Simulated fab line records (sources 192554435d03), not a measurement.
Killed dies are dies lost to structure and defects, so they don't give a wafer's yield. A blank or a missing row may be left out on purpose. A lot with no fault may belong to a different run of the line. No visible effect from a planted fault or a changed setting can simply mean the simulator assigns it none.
Split-lot experiment || flow n5Finfet || 7 lots, 21 wafers read, on a route of 1938 steps

## SPLIT DETAILS
At N5_BEOL_M10_COAT_05 (resist thk 90 nm), the setting spinRpm was moved away from the recipe's 1500 rpm on 6 of the 21 wafers read, by -7.8% to +10.7%. This setting was run at the recipe's value on the other wafers.

## FROM THE SPLIT TO THE READING: what the file shows between them, 4 steps
- N5_BEOL_M10_EBR_07
- N5_BEOL_M10_SOFTBAKE_06: time 60 s
- N5_BEOL_M10_EXPOSE_08: exposes mask M10
- N5_BEOL_M10_PEB_09: peb time 60 s

## THE READING
CAR-ArF_of_BEOL_M10_COAT_05.thkNm (the simulator's own value, which no gauge read), in nm, at N5_BEOL_M10_DEVELOP_10 (develop time 30 s). The file does not state a usual value for it. Average 88.2 nm, standard deviation 0.27 nm, over the 15 wafers here run with the recipe.

{"wafer": "L075.1", "tool, chamber at the split": "lithoTrack-03, 0", "spinRpm as run, rpm": 1500, "against the recipe": "recipe", "CAR-ArF_of_BEOL_M10_COAT_05.thkNm, nm": 88.6, "against lot-mates on the recipe": "-"}
{"wafer": "L075.2", "tool, chamber at the split": "lithoTrack-03, 0", "spinRpm as run, rpm": 1653, "against the recipe": "+10.2%", "CAR-ArF_of_BEOL_M10_COAT_05.thkNm, nm": 84.4, "against lot-mates on the recipe": -3.9}
{"wafer": "L075.5", "tool, chamber at the split": "lithoTrack-03, 0", "spinRpm as run, rpm": 1500, "against the recipe": "recipe", "CAR-ArF_of_BEOL_M10_COAT_05.thkNm, nm": 88, "against lot-mates on the recipe": "-"}
{"wafer": "L081.1", "tool, chamber at the split": "lithoTrack-03, 0", "spinRpm as run, rpm": 1500, "against the recipe": "recipe", "CAR-ArF_of_BEOL_M10_COAT_05.thkNm, nm": 88, "against lot-mates on the recipe": "-"}
{"wafer": "L081.2", "tool, chamber at the split": "lithoTrack-03, 0", "spinRpm as run, rpm": 1500, "against the recipe": "recipe", "CAR-ArF_of_BEOL_M10_COAT_05.thkNm, nm": 87.6, "against lot-mates on the recipe": "-"}
{"wafer": "L081.5", "tool, chamber at the split": "lithoTrack-03, 0", "spinRpm as run, rpm": 1500, "against the recipe": "recipe", "CAR-ArF_of_BEOL_M10_COAT_05.thkNm, nm": 87.8, "against lot-mates on the recipe": "-"}
{"wafer": "L084.1", "tool, chamber at the split": "lithoTrack-01, 0", "spinRpm as run, rpm": 1500, "against the recipe": "recipe", "CAR-ArF_of_BEOL_M10_COAT_05.thkNm, nm": 88.4, "against lot-mates on the recipe": "-"}
{"wafer": "L084.6", "tool, chamber at the split": "lithoTrack-01, 0", "spinRpm as run, rpm": 1500, "against the recipe": "recipe", "CAR-ArF_of_BEOL_M10_COAT_05.thkNm, nm": 88.4, "against lot-mates on the recipe": "-"}
{"wafer": "L084.3", "tool, chamber at the split": "lithoTrack-01, 0", "spinRpm as run, rpm": 1500, "against the recipe": "recipe", "CAR-ArF_of_BEOL_M10_COAT_05.thkNm, nm": 88.2, "against lot-mates on the recipe": "-"}
{"wafer": "L089.3", "tool, chamber at the split": "lithoTrack-04, 0", "spinRpm as run, rpm": 1500, "against the recipe": "recipe", "CAR-ArF_of_BEOL_M10_COAT_05.thkNm, nm": 88.6, "against lot-mates on the recipe": "-"}
{"wafer": "L089.5", "tool, chamber at the split": "lithoTrack-04, 0", "spinRpm as run, rpm": 1398, "against the recipe": "-6.8%", "CAR-ArF_of_BEOL_M10_COAT_05.thkNm, nm": 91.6, "against lot-mates on the recipe": "+3.1"}
{"wafer": "L089.6", "tool, chamber at the split": "lithoTrack-04, 0", "spinRpm as run, rpm": 1500, "against the recipe": "recipe", "CAR-ArF_of_BEOL_M10_COAT_05.thkNm, nm": 88.4, "against lot-mates on the recipe": "-"}
{"wafer": "L092.3", "tool, chamber at the split": "lithoTrack-01, 0", "spinRpm as run, rpm": 1500, "against the recipe": "recipe", "CAR-ArF_of_BEOL_M10_COAT_05.thkNm, nm": 88.4, "against lot-mates on the recipe": "-"}
{"wafer": "L092.4", "tool, chamber at the split": "lithoTrack-01, 0", "spinRpm as run, rpm": 1500, "against the recipe": "recipe", "CAR-ArF_of_BEOL_M10_COAT_05.thkNm, nm": 88.2, "against lot-mates on the recipe": "-"}
{"wafer": "L092.5", "tool, chamber at the split": "lithoTrack-01, 0", "spinRpm as run, rpm": 1576, "against the recipe": "+5.1%", "CAR-ArF_of_BEOL_M10_COAT_05.thkNm, nm": 86.4, "against lot-mates on the recipe": -1.9}
{"wafer": "L094.1", "tool, chamber at the split": "lithoTrack-04, 0", "spinRpm as run, rpm": 1383, "against the recipe": "-7.8%", "CAR-ArF_of_BEOL_M10_COAT_05.thkNm, nm": 91.8, "against lot-mates on the recipe": "+3.7"}
{"wafer": "L094.3", "tool, chamber at the split": "lithoTrack-04, 0", "spinRpm as run, rpm": 1500, "against the recipe": "recipe", "CAR-ArF_of_BEOL_M10_COAT_05.thkNm, nm": 88.2, "against lot-mates on the recipe": "-"}
{"wafer": "L094.6", "tool, chamber at the split": "lithoTrack-04, 0", "spinRpm as run, rpm": 1500, "against the recipe": "recipe", "CAR-ArF_of_BEOL_M10_COAT_05.thkNm, nm": 88, "against lot-mates on the recipe": "-"}
{"wafer": "L096.1", "tool, chamber at the split": "lithoTrack-01, 0", "spinRpm as run, rpm": 1661, "against the recipe": "+10.7%", "CAR-ArF_of_BEOL_M10_COAT_05.thkNm, nm": 83.4, "against lot-mates on the recipe": -4.8}
{"wafer": "L096.3", "tool, chamber at the split": "lithoTrack-01, 0", "spinRpm as run, rpm": 1500, "against the recipe": "recipe", "CAR-ArF_of_BEOL_M10_COAT_05.thkNm, nm": 88.2, "against lot-mates on the recipe": "-"}
{"wafer": "L096.6", "tool, chamber at the split": "lithoTrack-01, 0", "spinRpm as run, rpm": 1661, "against the recipe": "+10.7%", "CAR-ArF_of_BEOL_M10_COAT_05.thkNm, nm": 83.6, "against lot-mates on the recipe": -4.6}

THE FIT
A straight line over all 21 wafers: CAR-ArF_of_BEOL_M10_COAT_05.thkNm changes by -0.432 nm for each +1% of spinRpm; r = -0.99; the points scatter about the line by 0.31 nm.
The same after taking each lot's own level away (the mean of its wafers on the recipe; 21 wafers): -0.431 nm for each +1%; r = -1.00; scatter 0.2 nm.
That fit puts the effect of the largest move of spinRpm on the reading at 4.6 nm.
The span of the lots' own levels, 87.80 to 88.50 nm, comes to 2.6 times the standard deviation stated above.
So the lot-to-lot level changes the slope little: the two slopes agree.
Check: for one of the wafers moved furthest among these (+10.7%), held out of the fit, the line's prediction against its lot-mates is -4.49 nm. It came out at -4.8 nm against them.

## FURTHER SPLITS ON THESE WAFERS
Other splits were also applied to these wafers ahead of the reading. Each is held against what the fit with the lots' levels taken away leaves over:
{"other split on the same wafers": "N5_BEOL_M7_TRENCH_ETCH_37 timeS", "wafers away from the commonest value": 5, "r with CAR-ArF_of_BEOL_M10_COAT_05.thkNm (lot level and that fit taken away)": -0.09}
{"other split on the same wafers": "N5_BEOL_M9_ILD_DEP_00 timeS", "wafers away from the commonest value": 7, "r with CAR-ArF_of_BEOL_M10_COAT_05.thkNm (lot level and that fit taken away)": -0.07}
{"other split on the same wafers": "N5_BEOL_M9_COAT_60 spinRpm", "wafers away from the commonest value": 6, "r with CAR-ArF_of_BEOL_M10_COAT_05.thkNm (lot level and that fit taken away)": "+0.07"}

## THE WHOLE CHAIN: every reading that the file lists as answering this split, in the file's order
{"step": "N5_BEOL_M10_COAT_05", "what it does": "resist thk 90 nm", "reading": "CAR-ArF_of_BEOL_M10_COAT_05.thkNm (the simulator's own value, which no gauge read)", "change (the file's fit)": "-0.423 nm for each +1% of the setting", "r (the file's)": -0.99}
{"step": "N5_BEOL_M10_DEVELOP_10", "what it does": "develop time 30 s", "reading": "CAR-ArF_of_BEOL_M10_COAT_05.thkNm (the simulator's own value, which no gauge read)", "change (the file's fit)": "-0.426 nm for each +1% of the setting", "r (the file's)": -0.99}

## THE FILE'S OWN FIT
CAR-ArF_of_BEOL_M10_COAT_05.thkNm changes by -0.426 nm for each +1% of spinRpm, r = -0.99.
